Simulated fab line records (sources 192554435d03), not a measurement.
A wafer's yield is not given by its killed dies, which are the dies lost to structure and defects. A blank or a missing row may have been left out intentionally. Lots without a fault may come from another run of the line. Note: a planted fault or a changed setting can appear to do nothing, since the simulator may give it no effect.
Struck lot and sound lot, side by side + flow n5_finfet + 45 out of 1938 route steps
Sound: the wafers L250.4, L250.5, L250.6. Struck: wafer L254.2. (L254.6 of the same lot was not struck and is left out.) The cause comes at the end.
For every step that has rows: the tool of each side, followed by ch and its chambers, followed by its first start. Under that, the readings that differ: sound wafers + struck wafers + difference of the means + sigmas: that difference in standard deviations of wafers without a fault.
alike: same words and numbers on both sides, and readings whose means sit less than 2 such deviations apart. not compared: any withheld reading, any reading some wafer has no value for, any bound like >300 that may hide the same value, and any number with overlapping values for which the record gives no deviation.
A row with sigmas, a row that says differs or no value, or rows on one side alone: a step with any of these is where the two part. Non-overlapping numbers with no deviation appear without sigmas and do not part them. A reading that every wafer of one side lacks parts them only if that side has two wafers or more.

first, 11 steps without rows for these wafers: N5_BEOL_M2_DESCUM_33 (chemistry O2, time 7 s); N5_BEOL_M2_ETCH_77 (etches underlayer in N2/H2, target depth 6.5 nm, time 5.2 s); N5_BEOL_M2_ETCH_69 (etches SiARC in CF4, target depth 15.6 nm, time 26 s); N5_BEOL_M2_ALD_98 (deposits SiO2, target thk 2.5 nm, pulse time 1 s, co reactant pulse time 1 s); N5_BEOL_M2_ETCHBACK_99 (etches SiO2 in CHF3, target depth 5 nm, time 10.4 s); N5_BEOL_M2_ETCH_70 (etches SOC in N2/H2, target depth 80 nm, overetch 24 nm, time 130 s); N5_BEOL_M2_STRIP_71 (strips in N2/H2); N5_BEOL_M2_STRIP_78 (strips in N2/H2); N5_BEOL_M2_VIA_ETCH_34 (etches the open film in C4F6/O2, target depth 69.4 nm, time 65.9 s); N5_BEOL_M2_STRIP_83 (strips in C4F6/O2); N5_BEOL_M2_STRIP_36 (strips in N2/H2).
N5_BEOL_M2_TRENCH_ETCH_37: etches SiOC in C4F6/O2, target depth 55.555 nm, time 29.2 s.
  sound on rie_diel-05 ch 0,2,3, day 9 04:04; struck on rie_diel-05 ch 2, day 9 21:11
| reading                                    | sound             | struck | difference | sigmas |
|--------------------------------------------|-------------------|--------|------------|--------|
| oes_product_au (a.u.)                      | 0.87 0.95 0.68    | 1.13   | +0.30      | +3     |
| model.BEOL_M2.feature_depth_nm (nm)        | 57 58.6 56.6      | 85.2   | +27.8      |        |
| model.etch.depth_nm (nm)                   | 57.09 58.64 56.56 | 85.11  | +27.68     |        |
| model.TiN_of_BEOL_M2_HM_DEP_02.thk_nm (nm) | 17.2 17.4 17.2    | 15.6   | -1.7       |        |
  alike: drypump_motor_current_A, rf_fwd_power_W, rf_vpp_V, showerhead_plenum_p_Torr, throttle_valve_pct
  not compared: rf_hours_counter_h
then, 2 steps without rows for these wafers: N5_BEOL_M2_ETCH_41 (etches SiCN in CH3F/O2, target depth 29.9 nm, time 52.5 s); N5_BEOL_M2_STRIP_97 (strips in N2/H2, time 10 s).
N5_BEOL_M2_OCD_MEAS_38:
  sound on ocd-02, day 9 04:13; struck on ocd-02, day 9 21:21
| reading              | sound          | struck | difference | sigmas |
|----------------------|----------------|--------|------------|--------|
| trench_depth_nm (nm) | 57.1 58.8 56.5 | 84.5   | +27.0      | +28    |
then, 25 steps without rows for these wafers: N5_BEOL_M2_HM_STRIP_39 (strips TiN in peroxide tin strip, target depth 25 nm, time 158 s); N5_BEOL_M2_SRD_40 (time 30 s); N5_BEOL_M2_PRECLEAN_42 (cleans in residue remover, time 60 s); N5_BEOL_M2_SRD_43 (time 30 s); N5_BEOL_M2_DEGAS_44 (time 60 s); N5_BEOL_M2_PRE_CLEAN_45 (time 30 s); N5_BEOL_M2_ALD_84 (deposits TaN, pulse time 2 s, purge time 3 s, co reactant purge time 2 s); N5_BEOL_M2_SURFACE_TREAT_85; N5_BEOL_M2_CVD_47 (deposits Co from CCTBA/H2, target thk 3 nm, time 223.8 s); N5_BEOL_M2_SPUTTER_48 (material Cu, target thk 4.5 nm, time 8.29 s); N5_BEOL_M2_ANNEAL_49 (time 240 s); N5_BEOL_M2_SPUTTER_79 (material Cu, target thk 4.5 nm, time 8.29 s); N5_BEOL_M2_ANNEAL_80 (time 240 s); N5_BEOL_M2_SPUTTER_81 (material Cu, target thk 4.5 nm, time 8.29 s); N5_BEOL_M2_ANNEAL_82 (time 240 s); N5_BEOL_M2_SPUTTER_86 (material Cu, target thk 4.5 nm, time 8.29 s); N5_BEOL_M2_ANNEAL_87 (time 240 s); N5_BEOL_M2_SPUTTER_88 (material Cu, target thk 4.5 nm, time 8.29 s); N5_BEOL_M2_ANNEAL_89 (time 240 s); N5_BEOL_M2_SPUTTER_90 (material Cu, target thk 4.5 nm, time 8.29 s); N5_BEOL_M2_ANNEAL_91 (time 240 s); N5_BEOL_M2_SPUTTER_92 (material Cu, target thk 4.5 nm, time 8.29 s); N5_BEOL_M2_ANNEAL_93 (time 240 s); N5_BEOL_M2_SPUTTER_94 (material Cu, target thk 4.5 nm, time 8.29 s); N5_BEOL_M2_ANNEAL_95 (time 240 s).
N5_BEOL_M2_CMP_52: polishes, stops on SiOC, t overpolish 6.8 s, target thk 40 nm.
  sound on cmp-03 ch 2,3, day 9 08:12; struck on cmp-01 ch 1, day 10 01:37
| reading                                | sound        | struck | difference | sigmas |
|----------------------------------------|--------------|--------|------------|--------|
| model.Cu_of_BEOL_M2_ECD_50.thk_nm (nm) | 41.4 42.2 42 | 71.8   | +29.9      |        |
  alike: motor_current_A, slurry_filter_dp_kPa, slurry_flow_ml_min
N5_BEOL_M2_THK_MEAS_53: measures by xrf.
  sound on film_metro-02, day 9 08:28; struck on film_metro-02, day 10 01:55
| reading     | sound          | struck | difference | sigmas |
|-------------|----------------|--------|------------|--------|
| M2_THK (nm) | 41.8 42.4 42.4 | 72.1   | +29.9      | +19    |
N5_BEOL_M2_RS_MEAS_58: a four-point-probe measurement.
  sound on film_metro-01, day 9 08:43; struck on film_metro-02, day 10 02:13
| reading        | sound          | struck | difference | sigmas |
|----------------|----------------|--------|------------|--------|
| M2_RS (ohm/sq) | 0.64 0.62 0.63 | 0.32   | -0.31      | -9     |
N5_BEOL_M4_RC_MEAS_101:
  sound on prober-02 ch 0, day 10 08:55; struck on prober-01 ch 0, day 10 22:11
| reading                   | sound          | struck | difference | sigmas |
|---------------------------|----------------|--------|------------|--------|
| DIBL_N (mV/V)             | 36.1 32.4 37.6 | 40.5   | +5.1       | +2     |
| IOFF_N (nA/um)            | 0.17 0.11 0.19 | 0.29   | +0.13      | +3     |
| ION_N (uA/um)             | 676 667 672    | 709    | +37        | +3     |
| SERP_M2 (ohm/um)          | 186 179 192    | 92     | -94        | -5     |
| SERP_M2_max_site (ohm/um) | 195 184 210    | 98     | -98        | -5     |
| SS_N (mV/dec)             | 71.0 70.9 72.2 | 73.3   | +1.9       | +3     |
  alike: DIBL_P, IOFF_P, ION_P, SS_P, VT_N, VT_P
N5_PASSIVATION_PROBE_49:
  rows exist in the record for the sound wafers here (prober-01, day 14 11:52), none for the struck ones

## WHERE THEY PART
At N5_BEOL_M2_TRENCH_ETCH_37 first; at N5_PASSIVATION_PROBE_49 last (within this record only).

WHY: whatever the simulator had introduced
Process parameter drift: rie_diel-05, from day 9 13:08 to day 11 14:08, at N5_BEOL_M2_TRENCH_ETCH_37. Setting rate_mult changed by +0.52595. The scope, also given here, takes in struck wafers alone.
